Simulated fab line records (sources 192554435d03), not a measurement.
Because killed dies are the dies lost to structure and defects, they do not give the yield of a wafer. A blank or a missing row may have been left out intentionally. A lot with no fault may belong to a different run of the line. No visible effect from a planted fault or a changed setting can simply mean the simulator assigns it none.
Chamber matching	flow n5_finfet	N5_BEOL_M7_VIA_ETCH_34 on rie_diel-03: 4 sister chambers
The step etches SiCOH lowk in C4F6/O2, target depth 125.5 nm, time 50.5 s. 8 wafers are shown with their chamber, then 8 later ones without.

## WAFERS PAIRED WITH THEIR CHAMBERS
wafer	chamber	showerhead_plenum_p_Torr (Torr)	rf_vpp_V (V)
L078.3	2	2.94	662
L078.6	2	2.94	661
L082.1	0	2.91	672
L082.4	3	2.63	662
L085.2	1	2.94	669
L085.4	1	2.94	670
L085.6	0	2.91	671
L090.1	3	2.62	661

## WAFERS MISSING THEIR CHAMBER
wafer	showerhead_plenum_p_Torr (Torr)	rf_vpp_V (V)
L090.3	2.94	662
L090.6	2.62	660
L093.1	2.93	670
L093.4	2.93	660
L093.5	2.93	670
L094.2	2.93	662
L094.3	2.62	661
L094.4	2.93	670

## WHICH CHAMBER EACH WENT THROUGH
wafer	from the rows above	in truth
L090.3	2	2
L090.6	3	3
L093.1	1	1
L093.4	2	2
L093.5	1	1
L094.2	2	2
L094.3	3	3
L094.4	1	1
Correctly placed: 8 of 8. Not placeable from these rows: 0. 0 placed wrongly.
How it was worked out, from the rows above alone: a wafer's distance from a chamber is the root of the sum, over the readings, of the square of ((its reading less the chamber's mean) divided by the reading's scatter). The wafer belongs to the nearest chamber; if the next one is less than 2 further off, it can't be placed. Each chamber's mean is taken over the wafers shown for it. The scatter is the square root of a quotient: the sum, over the shown wafers, of each reading's squared deviation from its chamber's mean, divided by wafers minus chambers.
